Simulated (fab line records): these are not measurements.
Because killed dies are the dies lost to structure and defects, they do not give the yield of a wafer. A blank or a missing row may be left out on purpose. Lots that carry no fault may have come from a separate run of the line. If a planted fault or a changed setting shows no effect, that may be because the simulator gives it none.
Shared-tool check | flow nand harc | Lots sampled 11, wafers sampled 33

REASON FOR OPENING
On 2 of the 11 lots, a flag is raised at NHARC_P_M0_CD_MEAS_09 on the reading cd nm. Fault-free wafers read 89.9 nm, with a standard deviation of 0.69.
Rule: a lot is flagged in two cases, either no wafer of it has a number, or all its wafers with numbers fall more than 4 standard deviations from that mean. The other lots count as sound.

lot  | measured     | on        | cd nm (nm), wafer by wafer | flag
L601 | day 7 01:25  | cd sem-03 | 89.2 88.9 90.2             |
L603 | day 7 22:48  | cd sem-02 | 88.5 89.0 89.7             |
L605 | day 8 08:42  | cd sem-02 | 90.4 90.5 90.0             |
L606 | day 8 19:40  | cd sem-02 | 90.6 90.4 89.1             |
L608 | day 9 23:44  | cd sem-03 | 90.3 91.0 91.8             |
L611 | day 10 23:06 | cd sem-03 | 90.9 91.1 90.6             |
L612 | day 11 09:28 | cd sem-03 | 94.6 95.5 95.0             | FLAGGED
L616 | day 12 23:58 | cd sem-03 | 95.1 94.7 94.3             | FLAGGED
L620 | day 14 23:27 | cd sem-03 | 89.0 89.8 89.2             |
L621 | day 15 08:02 | cd sem-03 | 89.0 89.0 88.7             |
L622 | day 15 11:33 | cd sem-02 | 89.1 89.2 90.4             |
On average the flagged lots' numbers are 94.9 nm, which is +5.0 nm against the usual, or +7 standard deviations.

WHICH TOOL RAN EACH LOT
The record holds 3 process steps before the reading, out of a route of 1302 steps. Each cell gives the tool, then ch followed by the chambers the sampled wafers passed through, then the start.
lot  | flag    | NHARC_P_CONTACT_ETCH_18                       | NHARC_P_CONTACT_DEGAS_38     | NHARC_P_M0_PEB_07
L601 |         | rie diel-12 ch 0,1, day 6 23:01 or earlier    | pvd sputter-01, day 6 23:01  | litho track-04 ch 0, day 7 01:20
L603 |         | rie diel-05 ch 0,1, day 7 20:23 or earlier    | pvd sputter-03, day 7 20:23  | litho track-04 ch 0, day 7 22:43
L605 |         | rie diel-11 ch 1,2,3, day 8 06:18 or earlier  | pvd sputter-02, day 8 06:18  | litho track-01 ch 0, day 8 08:38
L606 |         | rie diel-05 ch 0,1,2, day 8 17:17 or earlier  | pvd sputter-01, day 8 17:17  | litho track-04 ch 0, day 8 19:35
L608 |         | rie diel-05 ch 0,3, day 9 21:28 or earlier    | pvd sputter-02, day 9 21:28  | litho track-01 ch 0, day 9 23:39
L611 |         | rie diel-11 ch 0,2,3, day 10 20:37 or earlier | pvd sputter-01, day 10 20:37 | litho track-01 ch 0, day 10 23:01
L612 | FLAGGED | rie diel-12 ch 1,2, day 11 07:05 or earlier   | pvd sputter-03, day 11 07:05 | litho track-01 ch 0, day 11 09:23
L616 | FLAGGED | rie diel-05 ch 0,1,3, day 12 21:33 or earlier | pvd sputter-01, day 12 21:33 | litho track-01 ch 0, day 12 23:53
L620 |         | rie diel-12 ch 0,3, day 14 21:02 or earlier   | pvd sputter-01, day 14 21:02 | litho track-04 ch 0, day 14 23:22
L621 |         | rie diel-11 ch 0,2,3, day 15 05:40 or earlier | pvd sputter-02, day 15 05:40 | litho track-06 ch 0, day 15 07:58
L622 |         | rie diel-12 ch 0,1,2, day 15 09:10 or earlier | pvd sputter-03, day 15 09:10 | litho track-04 ch 0, day 15 11:28
What is done by these steps:
- NHARC_P_CONTACT_ETCH_18: etches the open film in C4F8/O2/Ar, target depth 481 nm, time 240.5 s.
- NHARC_P_CONTACT_DEGAS_38: time 60 s.
- NHARC_P_M0_PEB_07: peb time 65 s.
- NHARC_P_M0_CD_MEAS_09: target cd 90 nm.

FLAGGED AGAINST TOTAL, ONE TOOL AT A TIME (gauges that did the reading follow at the end)
step                     | tool           | lots run | flagged | share of the flagged lots | sound lots run after its first flagged lot
NHARC_P_CONTACT_ETCH_18  | rie diel-05    | 4        | 1       | some                      | 0
NHARC_P_CONTACT_ETCH_18  | rie diel-11    | 3        | 0       | none                      | -
NHARC_P_CONTACT_ETCH_18  | rie diel-12    | 4        | 1       | some                      | 2 (L620,L622)
NHARC_P_CONTACT_DEGAS_38 | pvd sputter-01 | 5        | 1       | some                      | 1 (L620)
NHARC_P_CONTACT_DEGAS_38 | pvd sputter-02 | 3        | 0       | none                      | -
NHARC_P_CONTACT_DEGAS_38 | pvd sputter-03 | 3        | 1       | some                      | 1 (L622)
NHARC_P_M0_PEB_07        | litho track-01 | 5        | 2       | all                       | 0
NHARC_P_M0_PEB_07        | litho track-04 | 5        | 0       | none                      | -
NHARC_P_M0_PEB_07        | litho track-06 | 1        | 0       | none                      | -
NHARC_P_M0_CD_MEAS_09    | cd sem-02      | 4        | 0       | none                      | -
NHARC_P_M0_CD_MEAS_09    | cd sem-03      | 7        | 2       | all                       | 2 (L620,L621)
NHARC_P_CONTACT_ETCH_18 gives no start for some lots, so the hours and the order of its lots are those of NHARC_P_CONTACT_DEGAS_38.

WHAT THE TABLE PERMITS
Table rows that saw every flagged lot: 2, namely litho track-01 at NHARC_P_M0_PEB_07 and cd sem-03 at NHARC_P_M0_CD_MEAS_09.
- litho track-01 at NHARC_P_M0_PEB_07: 2 of its 5 lots flagged. It ran its last sound lot, L611, at day 10 23:01 and its first flagged lot, L612, at day 11 09:23: a fault with its onset between the two fits.
- cd sem-03 at NHARC_P_M0_CD_MEAS_09: 2 of its 7 lots flagged. Lots that were sound ran on it after the first flagged one (L620, L621); a persistent fault on the entire tool would not allow that.
Just one tool remains: litho track-01 at NHARC_P_M0_PEB_07.

WHAT THE SIMULATOR HAD INSERTED
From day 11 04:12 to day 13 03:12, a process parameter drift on litho track-01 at NHARC_P_M0_PEB_07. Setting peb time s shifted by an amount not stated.
Lots struck among those shown: L612, L616. The rule given above showed the same thing.
